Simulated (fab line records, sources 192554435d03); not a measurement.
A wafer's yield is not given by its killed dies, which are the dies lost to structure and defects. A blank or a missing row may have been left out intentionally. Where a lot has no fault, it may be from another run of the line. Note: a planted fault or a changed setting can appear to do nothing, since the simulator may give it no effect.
Chamber matching ; flow n5-finfet ; 4 sister chambers for N5_HKMG_FIN_ALD_36 on ald-metal-01
The step deposits TiN, target thk 1 nm, pulse time 1 s, purge time 3 s. 4 wafers are shown with their chamber, then 7 later ones without.

== WAFERS, EACH WITH ITS CHAMBER ==
wafer;chamber;heater-power-outer-w (W)
L088.2;3;542
L088.5;2;458
L089.1;1;665
L089.2;0;535

== WAFERS WITHOUT THEIR CHAMBER ==
wafer;heater-power-outer-w (W)
L089.5;682
L093.1;548
L093.3;460
L093.6;532
L094.2;528
L094.3;471
L094.5;688

== CHAMBER TAKEN BY EACH ==
wafer;from the rows above;in truth
L089.5;1;1
L093.1;can't be placed: 3 or 0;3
L093.3;2;2
L093.6;can't be placed: 0 or 3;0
L094.2;can't be placed: 0 or 3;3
L094.3;2;2
L094.5;1;1
4 of 7 placed correctly. These rows do not allow placing 3 (true chamber among the candidates in 3). Placed wrongly: 0.
How it was worked out, from the rows above alone: a wafer's distance from a chamber is the root of the sum, over the readings, of the square of ((its reading less the chamber's mean) divided by the reading's scatter). The wafer belongs to the nearest chamber; if the next one is less than 2 further off, it can't be placed. A chamber's mean is the mean of its shown wafers. The scatter: root of mean squared gap, hidden wafer to nearest shown wafer, with one shown wafer a chamber.
